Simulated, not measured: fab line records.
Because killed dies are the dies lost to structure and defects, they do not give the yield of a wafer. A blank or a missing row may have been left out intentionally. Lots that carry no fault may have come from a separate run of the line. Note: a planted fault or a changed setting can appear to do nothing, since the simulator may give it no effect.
fab line records | flow n5-finfet
record lots=24 wafers=72 last-day=17
route steps=1938 shown BEOL_M2@910 BEOL_M3@931
lots that met no fault: from a run of the same line without faults
start-h: start of the lot's first displayed wafer, in hours after the record's first day | wait-h: how many hours have passed since the lot's step before this one | " repeats the value in the row above | L1.1+2: several wafers, shown together as one row | - no value, or no start was given | * or withheld: withheld | < > ~ a bound
route shown NAME@n: a module of which the file shows steps, and the number in the route of the first | usual: mean and standard deviation over wafers with no fault | same: alike in all rows | chamber/n: place in a boat | sites: the reading at each site | _std_site: standard deviation of those values | _edge_site: the outer-site mean with the inner-site mean subtracted | radius-mm: for every site, how far away it sits from the centre of the wafer | mask NAME#n: copy n | behind: the last tool/chamber to shape the wafer | hold: cause of the lot's hold/its duration in hours/its outcome | device: the transistor (n, p or np) that didn't switch | end of line: the tests these same wafers got at the end of their route | where a step has no rows: the recipe by itself | killed: not the wafer's yield, but the dies lost to structure and defects at the first sort | map: shows each die of a wafer: x if killed, . if not, _ if none is there
set.NAME: the run value of the setting; set.NAME@STEP: its run value at that earlier step | model.NAME: the simulator's own value behind a step, which no gauge read
one table for each step of the route and one row for each wafer, over a sample of lots
services: from which hour (start-h, from the record's first day; less than 0 if before it) a tool's chamber was out of use, for how many hours, and why
## steps
# step N5_BEOL_M2_SPUTTER_86
# recipe material=Cu target-thk-a=45 temp-c=-20 chamber-pressure-pa=0.07 power-w=withheld time-s=8.29
# usual throttle-valve-pct=30.2/0.88
# columns lot.wafer tool chamber start-h wait-h throttle-valve-pct
L074.2 pvd-sputter-01 - 136.07 0.1 29.3
L074.3 " - " " 31.8
L074.4 " - " " 31.0
L075.1 pvd-sputter-02 - 151.15 0.1 29.7
L075.4 " - " " 30.2
L075.5 " - " " 31.0
L076.3 pvd-sputter-03 - 151.26 0.1 31.1
L076.5 " - " " 31.0
L076.6 " - " " 30.5
L077.2 pvd-sputter-03 - 153.10 0.1 30.9
L077.3 " - " " 30.2
L077.4 " - " " 30.5
L078.1 pvd-sputter-01 - 162.48 0.1 30.5
L078.4 " - " " 31.4
L078.5 " - " " 30.3
L079.1 pvd-sputter-01 - 170.49 0.1 30.1
L079.4 " - " " 29.0
L079.6 " - " " 31.2
L080.3 pvd-sputter-02 - 177.87 0.1 29.5
L080.4 " - " " 29.5
L080.5 " - " " 31.2
L081.3 pvd-sputter-02 - 184.07 0.1 31.3
L081.5 " - " " 29.6
L081.6 " - " " 30.5
L082.1 pvd-sputter-02 - 187.97 0.1 31.0
L082.4 " - " " 29.8
L082.6 " - " " 29.3
L083.1 pvd-sputter-01 - 196.33 0.1 31.1
L083.4 " - " " 28.9
L083.5 " - " " 30.4
L084.1 pvd-sputter-03 - 208.24 0.1 28.9
L084.2 " - " " 30.5
L084.6 " - " " 31.0
L085.3 pvd-sputter-01 - 215.64 0.1 31.1
L085.5 " - " " 30.1
L085.6 " - " " 28.9
L086.1 pvd-sputter-02 - 217.41 0.1 29.6
L086.5 " - " " 30.1
L086.6 " - " " 29.4
L088.2 pvd-sputter-02 - 226.82 0.1 30.4
L088.5 " - " " 29.8
L088.6 " - " " 30.1
L089.1 pvd-sputter-02 - 233.71 0.1 29.5
L089.4 " - " " 30.0
L089.6 " - " " 30.2
L087.1 pvd-sputter-01 - 233.77 0.1 31.7
L087.2 " - " " 30.3
L087.3 " - " " 29.1
L090.2 pvd-sputter-03 - 234.71 0.1 31.0
L090.3 " - " " 30.6
L090.6 " - " " 30.9
L091.1 pvd-sputter-03 - 237.67 0.1 30.3
L091.2 " - " " 28.4
L091.3 " - " " 30.7
L093.1 pvd-sputter-03 - 249.43 0.1 28.4
L093.5 " - " " 28.3
L093.6 " - " " 30.4
L092.2 pvd-sputter-02 - 249.64 0.1 31.4
L092.4 " - " " 29.5
L092.5 " - " " 31.3
L094.1 pvd-sputter-03 - 269.67 0.1 28.5
L094.3 " - " " 31.2
L094.4 " - " " 30.5
L095.2 pvd-sputter-03 - 277.83 0.1 30.3
L095.4 " - " " 30.8
L095.5 " - " " 31.1
L096.1 pvd-sputter-01 - 282.49 0.1 30.9
L096.3 " - " " 29.1
L096.6 " - " " 30.3
L097.3 pvd-sputter-02 - 284.27 0.1 29.8
L097.4 " - " " 29.2
L097.6 " - " " 30.2
# step N5_BEOL_M2_SPUTTER_90
# recipe material=Cu target-thk-a=45 temp-c=-20 chamber-pressure-pa=0.07 power-w=withheld time-s=8.29
# usual throttle-valve-pct=30.2/0.88
# columns lot.wafer tool chamber start-h wait-h throttle-valve-pct
L074.2 pvd-sputter-01 - 136.51 0.1 28.9
L074.3 " - " " 31.6
L074.4 " - " " 30.6
L075.1 pvd-sputter-02 - 151.59 0.1 29.5
L075.4 " - " " 30.2
L075.5 " - " " 31.3
L076.3 pvd-sputter-03 - 151.70 0.1 31.0
L076.5 " - " " 31.0
L076.6 " - " " 30.2
L077.2 pvd-sputter-03 - 153.54 0.1 31.2
L077.3 " - " " 30.1
L077.4 " - " " 30.3
L078.1 pvd-sputter-01 - 162.92 0.1 30.4
L078.4 " - " " 31.9
L078.5 " - " " 30.1
L079.1 pvd-sputter-01 - 170.93 0.1 30.2
L079.4 " - " " 29.0
L079.6 " - " " 31.0
L080.3 pvd-sputter-02 - 178.31 0.1 29.7
L080.4 " - " " 29.5
L080.5 " - " " 31.2
L081.3 pvd-sputter-02 - 184.51 0.1 31.4
L081.5 " - " " 29.2
L081.6 " - " " 30.2
L082.1 pvd-sputter-02 - 188.41 0.1 31.3
L082.4 " - " " 30.1
L082.6 " - " " 29.4
L083.1 pvd-sputter-01 - 196.77 0.1 31.1
L083.4 " - " " 28.9
L083.5 " - " " 30.2
L084.1 pvd-sputter-03 - 208.68 0.1 28.5
L084.2 " - " " 30.7
L084.6 " - " " 31.0
L085.3 pvd-sputter-01 - 216.08 0.1 31.1
L085.5 " - " " 30.2
L085.6 " - " " 28.9
L086.1 pvd-sputter-02 - 217.85 0.1 29.9
L086.5 " - " " 30.2
L086.6 " - " " 29.6
L088.2 pvd-sputter-02 - 227.26 0.1 30.3
L088.5 " - " " 29.6
L088.6 " - " " 30.4
L089.1 pvd-sputter-02 - 234.15 0.1 29.7
L089.4 " - " " 30.5
L089.6 " - " " 30.4
L087.1 pvd-sputter-01 - 234.21 0.1 31.6
L087.2 " - " " 30.2
L087.3 " - " " 28.9
L090.2 pvd-sputter-03 - 235.15 0.1 31.0
L090.3 " - " " 30.3
L090.6 " - " " 30.8
L091.1 pvd-sputter-03 - 238.11 0.1 30.3
L091.2 " - " " 28.7
L091.3 " - " " 30.5
L093.1 pvd-sputter-03 - 249.87 0.1 28.5
L093.5 " - " " 28.4
L093.6 " - " " 30.2
L092.2 pvd-sputter-02 - 250.08 0.1 31.3
L092.4 " - " " 29.7
L092.5 " - " " 31.3
L094.1 pvd-sputter-03 - 270.11 0.1 28.6
L094.3 " - " " 31.2
L094.4 " - " " 30.4
L095.2 pvd-sputter-03 - 278.27 0.1 30.4
L095.4 " - " " 31.2
L095.5 " - " " 31.0
L096.1 pvd-sputter-01 - 282.93 0.1 31.1
L096.3 " - " " 29.0
L096.6 " - " " 30.3
L097.3 pvd-sputter-02 - 284.71 0.1 29.5
L097.4 " - " " 29.4
L097.6 " - " " 30.4
# step N5_BEOL_M2_SPUTTER_94
# recipe material=Cu target-thk-a=45 temp-c=-20 chamber-pressure-pa=0.07 power-w=withheld time-s=8.29
# usual throttle-valve-pct=30.2/0.9
# columns lot.wafer tool chamber start-h wait-h throttle-valve-pct
L074.2 pvd-sputter-01 - 136.95 0.1 28.8
L074.3 " - " " 31.7
L074.4 " - " " 31.0
L075.1 pvd-sputter-02 - 152.03 0.1 29.7
L075.4 " - " " 30.5
L075.5 " - " " 31.3
L076.3 pvd-sputter-03 - 152.14 0.1 31.0
L076.5 " - " " 31.1
L076.6 " - " " 30.3
L077.2 pvd-sputter-03 - 153.98 0.1 30.9
L077.3 " - " " 30.1
L077.4 " - " " 30.6
L078.1 pvd-sputter-01 - 163.36 0.1 30.2
L078.4 " - " " 31.7
L078.5 " - " " 30.0
L079.1 pvd-sputter-01 - 171.37 0.1 30.4
L079.4 " - " " 28.8
L079.6 " - " " 31.1
L080.3 pvd-sputter-02 - 178.75 0.1 29.5
L080.4 " - " " 29.5
L080.5 " - " " 31.2
L081.3 pvd-sputter-02 - 184.95 0.1 31.1
L081.5 " - " " 29.5
L081.6 " - " " 30.2
L082.1 pvd-sputter-02 - 188.85 0.1 31.4
L082.4 " - " " 29.8
L082.6 " - " " 29.4
L083.1 pvd-sputter-01 - 197.21 0.1 31.0
L083.4 " - " " 28.6
L083.5 " - " " 30.1
L084.1 pvd-sputter-03 - 209.12 0.1 28.2
L084.2 " - " " 30.6
L084.6 " - " " 31.1
L085.3 pvd-sputter-01 - 216.52 0.1 31.1
L085.5 " - " " 30.4
L085.6 " - " " 29.1
L086.1 pvd-sputter-02 - 218.29 0.1 29.7
L086.5 " - " " 30.3
L086.6 " - " " 29.6
L088.2 pvd-sputter-02 - 227.70 0.1 30.2
L088.5 " - " " 29.8
L088.6 " - " " 30.2
L089.1 pvd-sputter-02 - 234.59 0.1 29.7
L089.4 " - " " 30.1
L089.6 " - " " 30.1
L087.1 pvd-sputter-01 - 234.65 0.1 31.7
L087.2 " - " " 30.3
L087.3 " - " " 29.1
L090.2 pvd-sputter-03 - 235.59 0.1 31.1
L090.3 " - " " 30.3
L090.6 " - " " 31.0
L091.1 pvd-sputter-03 - 238.55 0.1 30.2
L091.2 " - " " 28.4
L091.3 " - " " 30.4
L093.1 pvd-sputter-03 - 250.31 0.1 28.5
L093.5 " - " " 28.7
L093.6 " - " " 30.6
L092.2 pvd-sputter-02 - 250.52 0.1 31.1
L092.4 " - " " 29.4
L092.5 " - " " 31.3
L094.1 pvd-sputter-03 - 270.55 0.1 28.3
L094.3 " - " " 31.0
L094.4 " - " " 30.4
L095.2 pvd-sputter-03 - 278.71 0.1 30.2
L095.4 " - " " 31.0
L095.5 " - " " 30.8
L096.1 pvd-sputter-01 - 283.37 0.1 31.2
L096.3 " - " " 29.1
L096.6 " - " " 30.4
L097.3 pvd-sputter-02 - 285.15 0.1 29.8
L097.4 " - " " 29.5
L097.6 " - " " 30.2
# step N5_BEOL_M2_PRE_CLEAN_60
# recipe gas=NH3/H2 time-s=15 temp-c=* rf-power-w=300
# usual heater-power-w=95/18
# columns lot.wafer tool chamber start-h wait-h heater-power-w
L074.2 cvd-co-02 1 138.05 0.0 120
L074.3 " 0 " " 68
L074.4 " 2 " " 114
L075.1 cvd-co-01 1 153.07 0.0 79
L075.4 " 2 " " 88
L075.5 " 1 " " 81
L076.3 cvd-co-02 2 153.22 0.0 113
L076.5 " 2 " " 115
L076.6 " 1 " " 117
L077.2 cvd-co-02 2 155.03 0.0 115
L077.3 " 0 " " 70
L077.4 " 2 " " 114
L078.1 cvd-co-01 0 164.41 0.0 103
L078.4 " 0 " " 102
L078.5 " 1 " " 79
L079.1 cvd-co-02 2 172.42 0.0 114
L079.4 " 1 " " 117
L079.6 " 0 " " 68
L080.3 cvd-co-01 0 179.79 0.0 104
L080.4 " 0 " " 103
L080.5 " 1 " " 79
L081.3 cvd-co-02 0 186.15 0.1 69
L081.5 " 2 " " 115
L081.6 " 1 " " 115
L082.1 cvd-co-01 2 189.91 0.0 87
L082.4 " 0 " " 102
L082.6 " 2 " " 87
L083.1 cvd-co-01 1 198.32 0.1 79
L083.4 " 2 " " 87
L083.5 " 1 " " 80
L084.1 cvd-co-01 1 210.18 0.0 77
L084.2 " 0 " " 104
L084.6 " 0 " " 102
L085.3 cvd-co-02 1 217.58 0.1 120
L085.5 " 1 " " 116
L085.6 " 2 " " 119
L086.1 cvd-co-01 2 219.33 0.0 88
L086.5 " 2 " " 86
L086.6 " 0 " " 105
L088.2 cvd-co-02 2 228.75 0.0 116
L088.5 " 2 " " 118
L088.6 " 1 " " 117
L089.1 cvd-co-01 0 235.63 0.0 102
L089.4 " 0 " " 101
L089.6 " 1 " " 79
L087.1 cvd-co-02 1 235.71 0.0 120
L087.2 " 0 " " 70
L087.3 " 2 " " 116
L090.2 cvd-co-01 1 236.66 0.1 78
L090.3 " 2 " " 90
L090.6 " 0 " " 102
L091.1 cvd-co-02 0 239.68 0.0 70
L091.2 " 1 " " 116
L091.3 " 2 " " 114
L093.1 cvd-co-02 1 251.36 0.0 119
L093.5 " 0 " " 68
L093.6 " 1 " " 119
L092.2 cvd-co-02 2 251.69 0.1 116
L092.4 " 0 " " 68
L092.5 " 2 " " 117
L094.1 cvd-co-01 1 271.60 0.0 81
L094.3 " 2 " " 91
L094.4 " 0 " " 101
L095.2 cvd-co-01 1 281.05 0.3 81
L095.4 " 2 " " 93
L095.5 " 1 " " 80
L096.1 cvd-co-02 0 284.42 0.0 69
L096.3 " 1 " " 119
L096.6 " 2 " " 119
L097.3 cvd-co-01 1 286.40 0.0 79
L097.4 " 0 " " 103
L097.6 " 2 " " 90
# step N5_BEOL_M3_ILD_DEP_00
# recipe material=SiOC target-thk-a=790 temp-c=350 precursor=DEMS/O2 pressure-torr=5 rf-w=500 time-s=15.3
# usual heater-power-w=484/90 showerhead-plenum-p-Torr=5.694/0.015 throttle-valve-pct=11.9/0.87
# columns lot.wafer tool chamber start-h wait-h heater-power-w showerhead-plenum-p-Torr throttle-valve-pct
L074.2 pecvd-04 2 138.34 0.0 443 5.704 12.1
L074.3 " 0 " " 535 5.701 11.6
L074.4 " 2 " " 436 5.701 12.4
L075.1 pecvd-02 1 153.36 0.0 402 5.681 12.7
L075.4 " 1 " " 406 5.691 12.5
L075.5 " 2 " " 331 5.711 11.0
L076.3 pecvd-04 1 153.50 0.0 538 5.686 10.8
L076.5 " 2 " " 427 5.711 12.2
L076.6 " 1 " " 539 5.703 10.8
L077.2 pecvd-04 1 155.31 0.0 479 5.676 11.0
L077.3 " 2 " " 434 5.704 12.1
L077.4 " 0 " " 549 5.714 11.6
L078.1 pecvd-02 1 164.69 0.0 471 5.686 12.9
L078.4 " 0 " " 653 5.666 13.0
L078.5 " 2 " " 384 5.698 11.0
L079.1 pecvd-02 0 172.70 0.0 680 5.656 13.0
L079.4 " 2 " " 335 5.713 10.9
L079.6 " 0 " " 669 5.671 13.1
L080.3 pecvd-02 2 180.08 0.0 344 5.708 10.9
L080.4 " 1 " " 502 5.679 12.8
L080.5 " 2 " " 348 5.701 10.7
L081.3 pecvd-01 2 186.43 0.0 496 5.697 11.4
L081.5 " 0 " " 468 5.691 12.9
L081.6 " 1 " " 438 5.699 11.7
L082.1 pecvd-04 1 190.20 0.0 561 5.687 10.7
L082.4 " 2 " " 440 5.710 12.4
L082.6 " 1 " " 573 5.682 10.5
L083.1 pecvd-02 2 198.61 0.0 392 5.710 11.3
L083.4 " 0 " " 533 5.673 13.4
L083.5 " 2 " " 389 5.698 11.1
L084.1 pecvd-04 1 210.47 0.0 574 5.699 10.7
L084.2 " 0 " " 547 5.711 11.9
L084.6 " 1 " " 561 5.698 10.6
L085.3 pecvd-02 2 217.87 0.0 394 5.700 10.8
L085.5 " 2 " " 396 5.701 10.9
L085.6 " 0 " " 636 5.671 13.2
L086.1 pecvd-01 0 219.62 0.0 528 5.701 12.7
L086.5 " 1 " " 454 5.692 11.5
L086.6 " 0 " " 543 5.704 12.9
L088.2 pecvd-04 1 229.03 0.0 512 5.683 10.9
L088.5 " 0 " " 526 5.699 12.0
L088.6 " 1 " " 524 5.702 11.0
L089.1 pecvd-02 1 235.92 0.0 413 5.706 12.9
L089.4 " 1 " " 429 5.701 12.6
L089.6 " 0 " " 570 5.675 13.1
L087.1 pecvd-04 2 235.99 0.0 382 5.698 11.5
L087.2 " 1 " " 490 5.704 11.2
L087.3 " 0 " " 545 5.719 11.8
L090.2 pecvd-02 2 236.94 0.0 403 5.699 11.2
L090.3 " 1 " " 436 5.694 12.6
L090.6 " 1 " " 434 5.682 13.0
L091.1 pecvd-04 0 239.96 0.0 577 5.717 11.7
L091.2 " 2 " " 455 5.706 11.1
L091.3 " 1 " " 562 5.692 10.8
L093.1 pecvd-01 1 251.64 0.0 425 5.692 11.7
L093.5 " 1 " " 436 5.694 11.8
L093.6 " 0 " " 425 5.695 12.8
L092.2 pecvd-04 1 251.98 0.0 580 5.694 11.1
L092.4 " 2 " " 436 5.696 11.1
L092.5 " 0 " " 516 5.704 11.8
L094.1 pecvd-02 1 271.88 0.0 408 5.683 12.5
L094.3 " 0 " " 664 5.684 13.1
L094.4 " 1 " " 418 5.694 12.7
L095.2 pecvd-02 1 281.37 0.1 400 5.667 12.9
L095.4 " 2 " " 400 5.704 10.9
L095.5 " 1 " " 421 5.690 13.0
L096.1 pecvd-02 1 284.70 0.0 409 5.699 12.6
L096.3 " 0 " " 592 5.678 13.2
L096.6 " 2 " " 369 5.693 11.3
L097.3 pecvd-02 2 286.69 0.0 352 5.710 11.1
L097.4 " 2 " " 355 5.716 10.8
L097.6 " 0 " " 551 5.657 13.2
# step N5_BEOL_M3_ETCH_77
# recipe chemistry=N2/H2 target=underlayer target-depth-a=65 mask-material=CAR-EUV time-s=5.2 ion-energy-ev=200 pressure-mtorr=30 source-w=840 bias-w=150 n2-flow-sccm=200 h2-flow-sccm=200 ends=cleared
# usual chamber-pressure-mTorr=30.00/0.046 drypump-motor-current-A=5.8/0.55 etch-rf-on-time-s=5.17/0.097 oes-product-au=0.69/0.07 rf-vpp-V=525.0/2.4 showerhead-plenum-p-Torr=2.58/0.08 throttle-valve-pct=17.75/0.21
# columns lot.wafer tool chamber start-h wait-h chamber-pressure-mTorr drypump-motor-current-A etch-rf-on-time-s oes-product-au rf-hours-counter-h rf-vpp-V showerhead-plenum-p-Torr throttle-valve-pct
L074.2 rie-diel-02 3 140.98 0.0 30.05 4.9 5.26 0.59 223 526.6 2.61 17.89
L074.3 " 2 " " 29.96 5.1 5.07 0.70 74 522.1 2.47 17.83
L074.4 " 0 " " 30.03 6.1 5.09 0.67 133 527.7 2.67 17.63
L075.1 rie-diel-01 1 157.90 0.0 29.97 5.7 5.06 0.68 129 523.9 2.56 17.79
L075.4 " 0 " " 30.07 5.8 5.12 0.73 43 527.7 2.69 17.83
L075.5 " 2 " " 30.05 4.8 5.05 0.72 - 522.4 2.47 17.46
L076.3 rie-diel-02 1 157.96 0.0 30.07 5.9 5.22 0.58 235 523.8 2.50 18.22
L076.5 " 3 " " 30.01 4.9 5.32 0.59 - 523.4 2.61 17.92
L076.6 " 0 " " 30.03 6.2 5.26 0.65 - 525.1 2.66 17.63
L077.2 rie-diel-03 2 158.02 0.0 29.97 6.4 5.14 0.75 33 525.9 2.72 17.69
L077.3 " 3 " " 29.88 5.7 5.02 0.81 19 525.7 2.60 17.70
L077.4 " 1 " " 29.97 6.6 5.22 0.63 194 525.5 2.63 17.88
L078.1 rie-diel-02 0 168.19 0.0 29.95 6.1 5.22 0.65 140 528.5 2.66 17.63
L078.4 " 2 " " 30.08 5.1 5.16 0.68 83 522.1 2.47 17.83
L078.5 " 3 " " 30.05 4.9 5.32 0.59 - 524.9 2.61 17.94
L079.1 rie-diel-02 1 177.09 0.0 29.96 5.8 5.28 0.58 240 523.5 2.50 18.24
L079.4 " 1 " " 30.00 5.8 5.30 0.57 - 523.1 2.50 18.27
L079.6 " 0 " " 30.06 6.1 5.20 0.65 - 526.8 2.66 17.62
L080.3 rie-diel-01 3 183.93 0.0 30.04 5.5 5.24 0.76 36 524.6 2.59 17.67
L080.4 " 0 " " 30.00 5.8 5.09 0.73 50 526.8 2.69 17.83
L080.5 " 0 " " 30.04 5.8 5.12 0.72 - 528.0 2.69 17.84
L081.3 rie-diel-03 3 188.84 0.0 30.01 5.8 5.05 0.78 27 526.3 2.59 17.67
L081.5 " 1 " " 30.00 6.6 5.28 0.61 - 524.9 2.62 17.88
L081.6 " 2 " " 29.98 6.4 5.15 0.74 - 527.5 2.71 17.73
L082.1 rie-diel-03 2 193.84 0.0 30.08 6.4 5.17 0.75 42 528.2 2.71 17.71
L082.4 " 1 " " 30.02 6.6 5.27 0.62 204 527.0 2.62 17.89
L082.6 " 0 " " 30.00 5.7 5.31 0.78 - 521.8 2.49 17.29
L083.1 rie-diel-01 2 202.27 0.0 30.00 4.9 5.02 0.71 86 521.9 2.46 17.46
L083.4 " 0 " " 29.97 5.8 5.13 0.72 54 529.8 2.68 17.83
L083.5 " 1 " " 30.03 5.7 5.12 0.66 - 521.9 2.55 17.80
L084.1 rie-diel-02 3 212.28 0.0 30.07 4.9 5.27 0.59 244 526.0 2.60 17.96
L084.2 " 2 " " 30.02 5.1 5.11 0.69 92 522.6 2.46 17.84
L084.6 " 0 " " 29.98 6.1 5.17 0.65 - 525.8 2.66 17.63
L085.3 rie-diel-03 1 220.23 0.0 30.06 6.6 5.20 0.62 212 526.7 2.62 17.92
L085.5 " 1 " " 29.96 6.6 5.19 0.62 - 525.3 2.62 17.91
L085.6 " 2 " " 30.00 6.4 5.16 0.73 - 528.1 2.71 17.75
L086.1 rie-diel-02 0 223.93 0.0 29.95 6.1 5.11 0.65 155 528.4 2.66 17.67
L086.5 " 3 " " 29.99 4.9 5.21 0.58 - 526.0 2.60 17.98
L086.6 " 0 " " 30.00 6.1 5.13 0.66 - 528.0 2.66 17.64
L088.2 rie-diel-03 0 231.93 0.0 29.98 5.7 5.24 0.77 35 523.1 2.49 17.33
L088.5 " 3 " " 29.97 5.8 4.95 0.78 - 525.9 2.59 17.73
L088.6 " 0 " " 30.03 5.7 5.18 0.77 - 522.1 2.49 17.32
L089.1 rie-diel-02 1 238.03 0.0 29.96 5.8 5.18 0.85 0 525.6 2.50 17.82
L089.4 " 0 " " 30.02 6.1 5.19 0.65 160 527.3 2.65 17.66
L089.6 " 1 " " 30.02 5.8 5.15 0.85 - 523.6 2.50 17.81
L087.1 rie-diel-03 3 238.46 0.0 30.01 5.7 5.07 0.76 43 525.0 2.58 17.72
L087.2 " 1 " " 29.98 6.6 5.29 0.60 218 526.9 2.62 17.92
L087.3 " 0 " " 29.97 5.6 5.34 0.77 37 522.4 2.49 17.34
L090.2 rie-diel-03 3 240.37 0.0 30.12 5.8 5.03 0.76 44 523.9 2.58 17.74
L090.3 " 2 " " 29.96 6.4 5.21 0.71 54 529.3 2.71 17.74
L090.6 " 2 " " 29.99 6.4 5.19 0.73 - 529.1 2.71 17.75
L091.1 rie-diel-02 0 243.80 0.0 30.10 6.1 5.22 0.64 161 526.1 2.65 17.69
L091.2 " 1 " " 30.03 5.8 5.20 0.83 2 524.5 2.50 17.81
L091.3 " 3 " " 29.95 4.9 5.31 0.58 254 523.4 2.60 17.98
L093.1 rie-diel-03 2 255.72 0.0 29.97 6.4 5.18 0.72 60 528.6 2.71 17.75
L093.5 " 3 " " 30.00 5.8 5.00 0.74 - 525.5 2.58 17.73
L093.6 " 0 " " 29.98 5.7 5.18 0.77 - 523.6 2.49 17.33
L092.2 rie-diel-03 3 255.83 0.0 29.93 5.8 4.97 0.76 50 524.9 2.58 17.74
L092.4 " 0 " " 29.93 5.7 5.25 0.75 38 521.1 2.49 17.30
L092.5 " 1 " " 29.97 6.6 5.23 0.60 - 524.7 2.61 17.94
L094.1 rie-diel-03 1 276.05 0.0 30.04 6.6 5.30 0.59 233 525.0 2.61 17.97
L094.3 " 2 " " 29.98 6.4 5.24 0.72 66 527.0 2.70 17.76
L094.4 " 0 " " 29.99 5.7 5.28 0.75 45 521.9 2.48 17.33
L095.2 rie-diel-03 3 284.29 0.0 29.96 5.8 4.98 0.75 58 525.5 2.58 17.73
L095.4 " 1 " " 30.00 6.6 5.19 0.59 235 528.2 2.61 17.98
L095.5 " 0 " " 29.97 5.7 5.23 0.76 - 521.7 2.48 17.33
L096.1 rie-diel-01 3 287.19 0.0 29.95 5.5 5.22 0.72 67 525.5 2.57 17.70
L096.3 " 1 " " 29.96 5.7 5.14 0.64 169 525.1 2.54 17.86
L096.6 " 3 " " 30.03 5.5 5.15 0.72 - 524.2 2.57 17.72
L097.3 rie-diel-01 3 289.84 0.0 29.94 5.5 5.18 0.72 68 523.8 2.57 17.73
L097.4 " 0 " " 30.03 5.8 5.12 0.69 81 527.4 2.67 17.89
L097.6 " 2 " " 29.98 4.9 5.01 0.68 - 521.4 2.45 17.54
## services
# columns tool chamber start-h hours kind
cvd-co-02 1 114.68 - clean
cvd-co-02 1 114.68 22.0 scheduled-down
pecvd-04 - 121.24 0.4 repair
rie-diel-01 3 135.89 14.2 repair
rie-diel-02 0 141.71 3.3 repair
pecvd-01 - 145.65 1.2 repair
rie-diel-03 3 151.46 4.3 repair
pvd-sputter-02 - 153.37 1.0 repair
pecvd-01 - 154.03 5.5 pm
pvd-sputter-03 - 169.70 3.3 repair
rie-diel-03 2 170.31 8.0 repair
pecvd-02 - 189.03 6.0 pm
cvd-co-02 - 191.70 1.9 repair
rie-diel-03 3 214.67 3.1 repair
rie-diel-01 0 216.59 1.2 repair
rie-diel-02 - 219.04 0.7 repair
rie-diel-03 2 224.91 9.3 repair
rie-diel-03 0 240.51 12.8 repair
rie-diel-02 3 256.42 2.8 repair
cvd-co-01 - 263.62 0.5 repair
rie-diel-02 2 267.02 6.3 repair
pecvd-02 2 273.24 6.8 repair
cvd-co-01 - 273.90 6.9 pm
cvd-co-02 1 278.12 4.1 repair
## key
fault none
